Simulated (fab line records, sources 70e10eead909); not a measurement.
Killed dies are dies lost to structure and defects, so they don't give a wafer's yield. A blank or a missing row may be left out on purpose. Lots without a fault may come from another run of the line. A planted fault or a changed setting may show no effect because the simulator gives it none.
Chamber matching | flow nand_harc | NHARC_A_STAIRCASE_DESCUM_168 on rie_diel-02: 4 sister chambers
The step chemistry O2, time 3 s. 24 wafers are shown with their chamber, then 12 later ones without.

WAFERS WITH THEIR CHAMBER
wafer  | chamber | drypump_motor_current_A (A) | showerhead_plenum_p_Torr (Torr) | oes_product_au (a.u.)
L077.3 | 0       | 5.8                         | 2.06                            | 1.006
L077.4 | 3       | 5.9                         | 1.85                            | 1.003
L077.5 | 0       | 5.8                         | 2.06                            | 1.007
L083.2 | 1       | 5.0                         | 2.07                            | 0.990
L083.3 | 2       | 6.5                         | 1.87                            | 1.002
L083.6 | 1       | 5.0                         | 2.07                            | 0.985
L084.1 | 0       | 5.8                         | 2.05                            | 0.992
L084.3 | 2       | 6.5                         | 1.87                            | 1.008
L084.6 | 1       | 5.0                         | 2.07                            | 0.996
L085.1 | 1       | 5.0                         | 2.07                            | 0.994
L085.3 | 0       | 5.8                         | 2.05                            | 0.996
L085.6 | 1       | 5.0                         | 2.07                            | 0.998
L088.2 | 2       | 6.5                         | 1.87                            | 1.011
L088.3 | 1       | 5.0                         | 2.07                            | 0.988
L088.5 | 1       | 5.0                         | 2.07                            | 0.992
L089.2 | 0       | 5.8                         | 2.05                            | 0.990
L089.4 | 3       | 5.9                         | 1.84                            | 1.006
L089.5 | 3       | 5.9                         | 1.84                            | 0.995
L092.1 | 0       | 5.8                         | 2.04                            | 0.997
L092.3 | 3       | 5.9                         | 1.84                            | 1.007
L092.5 | 0       | 5.8                         | 2.04                            | 1.006
L093.3 | 1       | 5.0                         | 2.06                            | 0.990
L093.4 | 0       | 5.8                         | 2.04                            | 1.004
L093.5 | 2       | 6.6                         | 1.86                            | 0.995

SIGNATURES (means of the wafers above)
reading                  | chamber 0 | chamber 1 | chamber 2 | chamber 3 | scatter within a chamber
drypump_motor_current_A  | 5.800     | 5.000     | 6.525     | 5.900     | 0.0194
showerhead_plenum_p_Torr | 2.0488    | 2.0687    | 1.8675    | 1.8425    | 0.00602
oes_product_au           | 0.99975   | 0.99162   | 1.00400   | 1.00275   | 0.00588
Rule: a wafer's distance from a chamber is the root of the sum, over the readings, of the square of ((its reading less the chamber's mean) divided by the reading's scatter). The wafer belongs to the nearest chamber; if the next one is less than 2 further off, it can't be placed. The scatter: the root of (the sum of the squares of (reading less its chamber's mean) over the shown wafers, divided by (wafers less chambers)).

WAFERS WITHOUT THEIR CHAMBER
wafer  | drypump_motor_current_A (A) | showerhead_plenum_p_Torr (Torr) | oes_product_au (a.u.)
L095.4 | 5.0                         | 2.06                            | 0.990
L095.5 | 6.6                         | 1.86                            | 0.998
L095.6 | 5.0                         | 2.06                            | 0.996
L094.1 | 5.0                         | 2.06                            | 0.998
L094.2 | 5.9                         | 1.83                            | 0.987
L094.3 | 5.8                         | 2.04                            | 1.005
L094.4 | 6.6                         | 1.86                            | 0.990
L094.5 | 5.0                         | 2.06                            | 1.006
L094.6 | 5.8                         | 2.04                            | 1.002
L097.3 | 5.0                         | 2.06                            | 1.013
L097.4 | 5.8                         | 2.04                            | 1.018
L097.5 | 5.0                         | 2.06                            | 1.014

WHICH CHAMBER EACH WENT THROUGH
wafer  | from the rows above | in truth
L095.4 | 1                   | 1
L095.5 | 2                   | 2
L095.6 | 1                   | 1
L094.1 | 1                   | 1
L094.2 | 3                   | 3
L094.3 | 0                   | 0
L094.4 | 2                   | 2
L094.5 | 1                   | 1
L094.6 | 0                   | 0
L097.3 | 1                   | 1
L097.4 | 0                   | 0
L097.5 | 1                   | 1
Placed correctly: 12 of 12. Can't be placed from these rows: 0. Placed wrongly: 0.
